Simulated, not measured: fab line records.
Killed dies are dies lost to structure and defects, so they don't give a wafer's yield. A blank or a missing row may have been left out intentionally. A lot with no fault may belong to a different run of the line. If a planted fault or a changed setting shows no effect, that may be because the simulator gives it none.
Matching of chambers / flow n5_finfet / rie_diel-04 running N5_BEOL_M5_ETCH_61: 4 sister chambers
The step etches SiARC in CF4, target depth 15.6 nm, time 26 s. 4 wafers are shown with their chamber, then 7 later ones without.

EACH WAFER AND ITS CHAMBER
wafer=L086.1; chamber=2; showerhead_plenum_p_Torr (Torr)=2.19
wafer=L086.4; chamber=3; showerhead_plenum_p_Torr (Torr)=2.09
wafer=L091.1; chamber=0; showerhead_plenum_p_Torr (Torr)=2.00
wafer=L091.3; chamber=1; showerhead_plenum_p_Torr (Torr)=2.15

WAFERS MISSING THEIR CHAMBER
wafer=L091.6; showerhead_plenum_p_Torr (Torr)=2.15
wafer=L090.1; showerhead_plenum_p_Torr (Torr)=2.19
wafer=L090.2; showerhead_plenum_p_Torr (Torr)=2.15
wafer=L090.3; showerhead_plenum_p_Torr (Torr)=2.00
wafer=L094.2; showerhead_plenum_p_Torr (Torr)=1.99
wafer=L094.3; showerhead_plenum_p_Torr (Torr)=2.09
wafer=L094.6; showerhead_plenum_p_Torr (Torr)=2.00

THE CHAMBER EACH PASSED THROUGH
wafer=L091.6; from the rows above=1; in truth=1
wafer=L090.1; from the rows above=2; in truth=2
wafer=L090.2; from the rows above=1; in truth=1
wafer=L090.3; from the rows above=0; in truth=0
wafer=L094.2; from the rows above=0; in truth=0
wafer=L094.3; from the rows above=3; in truth=3
wafer=L094.6; from the rows above=0; in truth=0
Placed correctly: 7 of 7. Left unplaced by these rows: 0. Wrongly placed: 0.
How it was worked out, from the rows above alone: a wafer's distance from a chamber is the root of the sum, over the readings, of the square of ((its reading less the chamber's mean) divided by the reading's scatter). The wafer belongs to the nearest chamber; if the next one is less than 2 further off, it can't be placed. The mean given for a chamber averages the wafers shown for that chamber. The scatter (one wafer shown for each chamber): square how far every hidden wafer sits from the nearest shown wafer, average those squares and take the square root.
